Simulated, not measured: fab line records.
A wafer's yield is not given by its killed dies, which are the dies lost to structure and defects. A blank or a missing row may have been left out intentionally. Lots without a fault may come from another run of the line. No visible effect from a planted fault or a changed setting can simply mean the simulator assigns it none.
What tool caused it? + flow n5_finfet + Sampling: 10 lots, 28 wafers, 5 of 1938 route steps

WHAT THE GAUGES READ, wafer by wafer
N5_BEOL_M1_INSPECT_13: inspects for defects (brightfield). Usual: raw_defect_count 450, standard deviation 100.
| lot  | measured     | on                | raw_defect_count | flag |
|------|--------------|-------------------|------------------|------|
| L130 | day 6 08:25  | defect_inspect-02 | 454 451 337      |      |
| L133 | day 7 06:38  | defect_inspect-02 | 485 408 570      |      |
| L138 | day 9 15:50  | defect_inspect-01 | 503 482          |      |
| L139 | day 9 16:32  | defect_inspect-01 | 498 532          |      |
| L141 | day 9 19:40  | defect_inspect-02 | 629 635 517      |      |
| L143 | day 9 22:13  | defect_inspect-01 | 547 660 433      |      |
| L144 | day 10 01:11 | defect_inspect-02 | 501 468 713      |      |
| L146 | day 10 13:18 | defect_inspect-02 | 571 499 501      |      |
| L150 | day 11 15:44 | defect_inspect-01 | 509 440 405      |      |
| L151 | day 11 16:19 | defect_inspect-01 | 490 532 581      |      |

N5_BEOL_M4_RC_MEAS_101. Usual: DIBL_N 36.2 mV/V, standard deviation 2.4; DIBL_P 36.2 mV/V, standard deviation 2.6; IOFF_N 0.16 nA/um, standard deviation 0.045; IOFF_P 0.21 nA/um, standard deviation 0.046; ION_N 674 uA/um, standard deviation 17; ION_P 463 uA/um, standard deviation 11; SS_N 71.5 mV/dec, standard deviation 0.77; SS_P 73.1 mV/dec, standard deviation 0.76; VT_N 250 mV, standard deviation 3.9; VT_P -250 mV, standard deviation 3.9.
| lot  | measured     | on        | DIBL_N (mV/V)  | DIBL_P (mV/V)  | IOFF_N (nA/um) | IOFF_P (nA/um) | ION_N (uA/um) | ION_P (uA/um) | SS_N (mV/dec)  | SS_P (mV/dec)  | VT_N (mV)   | VT_P (mV)      | flag |
|------|--------------|-----------|----------------|----------------|----------------|----------------|---------------|---------------|----------------|----------------|-------------|----------------|------|
| L130 | day 7 18:56  | prober-02 | 32.4 30.5 37.0 | 31.4 28.2 37.0 | 0.10 0.07 0.18 | 0.13 0.10 0.20 | 667 649 678   | 456 448 463   | 69.5 69.5 71.2 | 71.9 70.9 73.7 | 254 261 249 | -258 -261 -252 |      |
| L133 | day 8 17:58  | prober-01 | 37.8 38.2 36.8 | 36.7 37.9 35.4 | 0.15 0.16 0.12 | 0.17 0.20 0.16 | 669 678 644   | 445 464 438   | 72.4 71.1 72.1 | 73.7 74.5 73.0 | 253 250 257 | -258 -256 -257 |      |
| L138 | day 11 03:40 | prober-01 | 40.9 37.9      | 41.8 38.4      | 0.28 0.17      | 0.27 0.20      | 720 669       | 480 458       | 72.5 71.7      | 74.7 74.6      | 244 251     | -247 -252      |      |
| L139 | day 11 05:39 | prober-02 | 34.9 37.4      | 35.3 36.0      | 0.14 0.19      | 0.21 0.22      | 678 669       | 467 460       | 71.3 72.6      | 72.5 73.1      | 250 248     | -248 -251      |      |
| L141 | day 11 09:36 | prober-01 | 37.6 31.5 36.7 | 36.0 28.5 34.3 | 0.17 0.09 0.17 | 0.26 0.14 0.23 | 671 648 681   | 466 451 471   | 71.2 69.6 71.2 | 73.7 72.5 73.0 | 250 254 246 | -246 -254 -243 |      |
| L143 | day 11 14:35 | prober-01 | 39.9 36.7 36.6 | 39.5 35.6 35.2 | 0.23 0.16 0.16 | 0.33 0.24 0.24 | 676 674 696   | 469 469 476   | 73.1 71.7 71.7 | 74.4 73.7 73.8 | 246 250 250 | -244 -247 -246 |      |
| L144 | day 11 17:31 | prober-01 | 35.7 34.6 36.0 | 38.0 36.0 37.9 | 0.18 0.16 0.16 | 0.21 0.18 0.20 | 688 691 665   | 468 468 458   | 71.6 71.2 71.8 | 73.2 72.8 73.8 | 247 248 250 | -251 -252 -252 |      |
| L146 | day 12 12:38 | prober-02 | 37.7 38.0 38.6 | 38.1 37.1 38.9 | 0.20 0.19 0.20 | 0.25 0.23 0.26 | 704 680 692   | 477 468 468   | 71.0 71.1 72.1 | 74.4 73.9 73.7 | 247 249 247 | -249 -250 -247 |      |
| L150 | day 13 12:28 | prober-01 | 34.8 37.0 40.3 | 33.8 35.0 41.5 | 0.12 0.15 0.24 | 0.17 0.19 0.32 | 681 644 707   | 468 444 482   | 71.7 71.8 72.2 | 72.6 72.1 73.8 | 251 253 243 | -254 -253 -244 |      |
| L151 | day 13 21:27 | prober-02 | 35.4 33.3 34.5 | 35.4 32.2 34.5 | 0.14 0.10 0.13 | 0.22 0.17 0.21 | 663 647 674   | 456 452 474   | 70.9 70.8 71.5 | 73.0 72.6 72.9 | 250 258 255 | -248 -251 -250 |      |

WHICH TOOL RAN EACH LOT (tool, then ch and the chambers of the sampled wafers, then the start)
| lot  | N5_BEOL_M1_ETCH_63                 | N5_BEOL_M1_COAT_76                | N5_BEOL_M1_ETCH_77                 |
|------|------------------------------------|-----------------------------------|------------------------------------|
| L130 | rie_diel-01 ch 2,3, day 6 08:55    | litho_track-04 ch 0, day 6 09:20  | rie_diel-01 ch 1,3, day 6 09:46    |
| L133 | rie_diel-06 ch 1,2, day 7 06:43    | litho_track-04 ch 0, day 7 07:08  | rie_diel-01 ch 0,1,2, day 7 07:42  |
| L138 | rie_diel-06 ch 1,2, day 9 16:30    | litho_track-04 ch 0, day 9 16:59  | rie_diel-01 ch 1,2, day 9 17:39    |
| L139 | rie_diel-02 ch 0,3, day 9 16:41    | litho_track-04 ch 0, day 9 17:15  | rie_diel-02 ch 0,3, day 9 17:50    |
| L141 | rie_diel-01 ch 1,3, day 9 19:51    | litho_track-04 ch 0, day 9 20:16  | rie_diel-02 ch 0,2,3, day 9 20:50  |
| L143 | rie_diel-06 ch 1,2,3, day 9 22:19  | litho_track-01 ch 0, day 9 22:58  | rie_diel-06 ch 0,2,3, day 9 23:25  |
| L144 | rie_diel-06 ch 0,3, day 10 01:17   | litho_track-01 ch 0, day 10 01:47 | rie_diel-01 ch 1,2, day 10 02:14   |
| L146 | rie_diel-01 ch 1,3, day 10 13:25   | litho_track-01 ch 0, day 10 13:55 | rie_diel-01 ch 0,1,3, day 10 14:36 |
| L150 | rie_diel-01 ch 0,1,2, day 11 15:50 | litho_track-05 ch 0, day 11 16:16 | rie_diel-01 ch 1,2, day 11 16:50   |
| L151 | rie_diel-01 ch 0,1, day 11 16:26   | litho_track-01 ch 0, day 11 16:52 | rie_diel-01 ch 2,3, day 11 17:19   |
- N5_BEOL_M1_ETCH_63: etches SiARC in CF4, target depth 15.6 nm, time 26 s.
- N5_BEOL_M1_COAT_76: time 60 s, resist thk 5 nm.
- N5_BEOL_M1_ETCH_77: etches underlayer in N2/H2, target depth 6.5 nm, time 5.2 s.

AS READ BY THE TOOLS THEMSELVES (means over the sampled wafers that have a number; for cases with no such wafer, the mark the record gives instead)
N5_BEOL_M1_ETCH_63. Usual: for cf4_flow_sccm, 100.00 sccm with a standard deviation of 0.29; for drypump_motor_current_A, 5.7 A with a standard deviation of 0.45; for etch_rf_on_time_s, 25.7 s with a standard deviation of 0.58; for oes_product_au, 0.68 a.u. with a standard deviation of 0.081; for rf_vpp_V, 184.5 V with a standard deviation of 1.3; for showerhead_plenum_p_Torr, 2.17 Torr with a standard deviation of 0.08; for throttle_valve_pct, 15.66 % with a standard deviation of 0.24.
| lot  | tool        | cf4_flow_sccm (sccm) | drypump_motor_current_A (A) | etch_rf_on_time_s (s) | oes_product_au (a.u.) | rf_vpp_V (V) | showerhead_plenum_p_Torr (Torr) | throttle_valve_pct (%) | flag |
|------|-------------|----------------------|-----------------------------|-----------------------|-----------------------|--------------|---------------------------------|------------------------|------|
| L130 | rie_diel-01 | 99.64                | 6.1                         | 26.6                  | 0.60                  | 184.6        | 2.20                            | 15.67                  |      |
| L133 | rie_diel-06 | 100.06               | 5.9                         | 24.7                  | 0.64                  | 184.7        | 2.22                            | 15.56                  |      |
| L138 | rie_diel-06 | 99.70                | 5.7                         | 25.4                  | 0.65                  | 184.7        | 2.23                            | 15.66                  |      |
| L139 | rie_diel-02 | 100.18               | 6.0                         | 25.8                  | 0.63                  | 184.1        | 2.08                            | 15.77                  |      |
| L141 | rie_diel-01 | 99.92                | 6.0                         | 26.4                  | 0.70                  | 185.1        | 2.19                            | 15.38                  |      |
| L143 | rie_diel-06 | 99.89                | 5.5                         | 25.0                  | 0.70                  | 184.9        | 2.19                            | 15.62                  |      |
| L144 | rie_diel-06 | 100.02               | 5.2                         | 25.2                  | 0.79                  | 183.7        | 2.11                            | 15.49                  |      |
| L146 | rie_diel-01 | 99.81                | 6.0                         | 26.3                  | 0.69                  | 184.7        | 2.19                            | 15.40                  |      |
| L150 | rie_diel-01 | 100.24               | 5.5                         | 26.1                  | 0.65                  | 183.5        | 2.17                            | 15.78                  |      |
| L151 | rie_diel-01 | 99.96                | 5.4                         | 26.3                  | 0.64                  | 184.8        | 2.18                            | 15.81                  |      |

N5_BEOL_M1_COAT_76. Usual: chill_plate_temp_C 23.00 C, standard deviation 0.092; run_length_s 66.17 s, standard deviation 0.21.
| lot  | tool           | chill_plate_temp_C (C) | run_length_s (s) | flag |
|------|----------------|------------------------|------------------|------|
| L130 | litho_track-04 | 23.03                  | 66.28            |      |
| L133 | litho_track-04 | 22.96                  | 66.45            |      |
| L138 | litho_track-04 | 23.02                  | 82.99            | OFF  |
| L139 | litho_track-04 | 22.98                  | 74.75            | OFF  |
| L141 | litho_track-04 | 23.06                  | 71.91            | OFF  |
| L143 | litho_track-01 | 23.04                  | 66.00            |      |
| L144 | litho_track-01 | 22.85                  | 65.89            |      |
| L146 | litho_track-01 | 23.03                  | 66.13            |      |
| L150 | litho_track-05 | 23.00                  | 66.07            |      |
| L151 | litho_track-01 | 23.12                  | 65.96            |      |

N5_BEOL_M1_ETCH_77. Usual: drypump_motor_current_A 5.7 A, standard deviation 0.43; etch_rf_on_time_s 5.19 s, standard deviation 0.13; oes_product_au 0.67 a.u., standard deviation 0.076; rf_vpp_V 525 V, standard deviation 3.1; showerhead_plenum_p_Torr 2.58 Torr, standard deviation 0.1; throttle_valve_pct 18.02 %, standard deviation 0.27.
| lot  | tool        | drypump_motor_current_A (A) | etch_rf_on_time_s (s) | oes_product_au (a.u.) | rf_vpp_V (V) | showerhead_plenum_p_Torr (Torr) | throttle_valve_pct (%) | flag |
|------|-------------|-----------------------------|-----------------------|-----------------------|--------------|---------------------------------|------------------------|------|
| L130 | rie_diel-01 | 6.0                         | 5.41                  | 0.58                  | 526          | 2.63                            | 17.99                  |      |
| L133 | rie_diel-01 | 5.5                         | 5.29                  | 0.60                  | 524          | 2.60                            | 18.23                  |      |
| L138 | rie_diel-01 | 5.3                         | 5.24                  | 0.60                  | 525          | 2.62                            | 18.12                  |      |
| L139 | rie_diel-02 | 6.0                         | 5.17                  | 0.63                  | 522          | 2.50                            | 18.23                  |      |
| L141 | rie_diel-02 | 5.9                         | 5.17                  | 0.67                  | 525          | 2.57                            | 18.17                  |      |
| L143 | rie_diel-06 | 5.6                         | 5.05                  | 0.72                  | 524          | 2.54                            | 17.79                  |      |
| L144 | rie_diel-01 | 5.4                         | 5.14                  | 0.61                  | 526          | 2.62                            | 18.09                  |      |
| L146 | rie_diel-01 | 5.8                         | 5.32                  | 0.71                  | 525          | 2.59                            | 17.94                  |      |
| L150 | rie_diel-01 | 5.3                         | 5.33                  | 0.58                  | 526          | 2.61                            | 18.15                  |      |
| L151 | rie_diel-01 | 6.1                         | 5.30                  | 0.68                  | 526          | 2.60                            | 17.71                  |      |

THE ANSWER, worked out from the rows above alone
Rule: a lot is off if the mean of its wafers that have a number lies more than 3 standard deviations from the usual mean. A lot without any number at a reading at which 4 lots or more have one is off too. Where the step has rows for the other lots, those lots are counted as sound. After the gauges, taken in route order, come the tools' own readings; for these a lot's mean is taken, as printed above. At the first step where some lot is off, the reading lying furthest off is the one used; lots without a number count as furthest.
Off, at N5_BEOL_M1_COAT_76 on run_length_s: L138, L139, L141.
If a tool, at that step or one of the process steps before it, ran each lot that is off and ran no sound lot following the first of them, it fits. One fits: N5_BEOL_M1_COAT_76 on litho_track-04. Its last sound lot is L133 (day 7 07:08), its first lot that is off L138 (day 9 16:59): a fault that began between those two fits.
On the lots that are off, the tool's own readings at N5_BEOL_M1_COAT_76 differ by more than 5 times the standard deviation of the sound lots' means, which bears it out; run_length_s reads 76.55 s there versus 66.11 s on the sound lots.

WHAT THE SIMULATOR PUT IN
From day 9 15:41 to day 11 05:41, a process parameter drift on litho_track-04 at N5_BEOL_M1_COAT_76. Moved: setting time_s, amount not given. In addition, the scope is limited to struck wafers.
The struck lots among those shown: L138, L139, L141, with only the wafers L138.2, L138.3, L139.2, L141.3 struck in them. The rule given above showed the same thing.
